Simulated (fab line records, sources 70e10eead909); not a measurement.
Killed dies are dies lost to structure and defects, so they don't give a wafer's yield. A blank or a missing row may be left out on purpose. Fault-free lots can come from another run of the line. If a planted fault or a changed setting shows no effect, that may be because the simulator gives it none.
Chamber matching    flow nandHarc    cmp-04 running NHARC_A_STAIRCASE_CMP_152: 4 sister chambers
The step polishes. 16 wafers are shown with their chamber, then 8 later ones without.

## WAFERS PAIRED WITH THEIR CHAMBERS
wafer   chamber  motorCurrentA (A)  edgeZonePressureFrac  retainingRingPressureFrac
L074.2  2        14.4               0.998                 1.003
L074.3  1        12.7               0.997                 0.998
L074.5  1        12.9               1.005                 0.996
L080.2  3        10.2               0.993                 1.005
L080.3  2        13.7               1.001                 0.997
L080.5  0        12.0               1.006                 1.003
L081.3  0        11.8               1.002                 1.002
L081.5  0        11.6               1.007                 1.004
L081.6  1        12.0               0.998                 0.998
L087.3  1        12.1               1.004                 1.001
L087.4  0        11.5               0.993                 0.994
L087.6  2        14.8               1.001                 1.000
L088.3  2        14.5               0.997                 0.999
L088.5  3        10.2               0.994                 1.000
L088.6  0        11.2               0.999                 0.994
L090.2  1        12.6               1.004                 0.995

SIGNATURES (averages over the wafers above)
reading                    chamber 0  chamber 1  chamber 2  chamber 3  scatter within a chamber
motorCurrentA              11.620     12.460     14.350     10.200     0.369
edgeZonePressureFrac       1.00140    1.00160    0.99925    0.99350    0.00408
retainingRingPressureFrac  0.99940    0.99760    0.99975    1.00250    0.00355
Rule: for a wafer and a chamber, the distance is found by dividing, reading by reading, the gap between the wafer's reading and the chamber's mean by the reading's scatter, squaring, summing and taking the root. If the next closest chamber is less than 2 further off than the closest, the wafer can't be placed; otherwise it belongs to the closest. The scatter: take each reading less its chamber's mean, square it, sum over the shown wafers, divide by the number of wafers less the number of chambers, and take the root.

## WAFERS MISSING THEIR CHAMBER
wafer   motorCurrentA (A)  edgeZonePressureFrac  retainingRingPressureFrac
L090.4  11.9               0.999                 1.005
L090.5  11.7               1.003                 1.001
L095.4  11.6               1.001                 1.005
L095.5  10.0               0.999                 1.005
L095.6  11.9               1.007                 1.004
L097.2  12.1               1.000                 0.999
L097.3  14.2               0.998                 1.000
L097.5  11.9               0.995                 1.005

## THE CHAMBER EACH PASSED THROUGH
wafer   from the rows above      in truth
L090.4  can't be placed: 0 or 1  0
L090.5  can't be placed: 0 or 1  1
L095.4  can't be placed: 0 or 1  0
L095.5  3                        3
L095.6  can't be placed: 0 or 1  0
L097.2  can't be placed: 1 or 0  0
L097.3  2                        2
L097.5  can't be placed: 0 or 1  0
Correctly placed: 2 of 8. Can't be placed from these rows: 6 (the true chamber is among the candidates in 6). Wrongly placed: 0.
